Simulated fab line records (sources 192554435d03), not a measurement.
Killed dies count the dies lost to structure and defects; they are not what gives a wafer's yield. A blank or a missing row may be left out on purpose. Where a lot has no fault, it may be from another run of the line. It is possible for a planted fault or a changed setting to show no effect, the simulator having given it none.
Chamber matching ; flow n5-finfet ; N5_BEOL_M6_STRIP_19 on rie-diel-02 has 4 sister chambers
The step strips in O2. 8 wafers are shown with their chamber, then 12 later ones without.

EACH WAFER AND ITS CHAMBER
wafer;chamber;drypump-motor-current-A (A);throttle-valve-pct (%)
L084.2;2;5.0;17.04
L089.6;0;5.6;17.10
L090.1;3;4.9;16.82
L090.2;1;5.3;16.47
L090.5;1;5.4;16.44
L091.3;2;5.0;17.07
L091.4;0;5.6;17.09
L091.6;3;4.9;16.80

WAFERS MISSING THEIR CHAMBER
wafer;drypump-motor-current-A (A);throttle-valve-pct (%)
L094.1;5.0;17.09
L094.2;5.6;17.13
L094.3;4.9;16.81
L094.4;5.3;16.46
L094.5;5.0;17.09
L094.6;5.4;16.48
L097.1;5.4;16.48
L097.2;5.0;17.09
L097.3;4.9;16.81
L097.4;5.6;17.12
L097.5;5.0;17.10
L097.6;5.4;16.48

WHICH CHAMBER EACH WENT THROUGH
wafer;from the rows above;in truth
L094.1;2;2
L094.2;0;0
L094.3;3;3
L094.4;1;1
L094.5;2;2
L094.6;1;1
L097.1;1;1
L097.2;2;2
L097.3;3;3
L097.4;0;0
L097.5;2;2
L097.6;1;1
Correct placement for 12 of the 12. Not placeable from these rows: 0. Number placed wrongly: 0.
How it was worked out, from the rows above alone: a wafer's distance from a chamber is the root of the sum, over the readings, of the square of ((its reading less the chamber's mean) divided by the reading's scatter). If the next closest chamber is less than 2 further off than the closest, the wafer can't be placed; otherwise it belongs to the closest. A chamber's mean is the mean of its shown wafers. The scatter: the root of (the sum of the squares of (reading less its chamber's mean) over the shown wafers, divided by (wafers less chambers)).
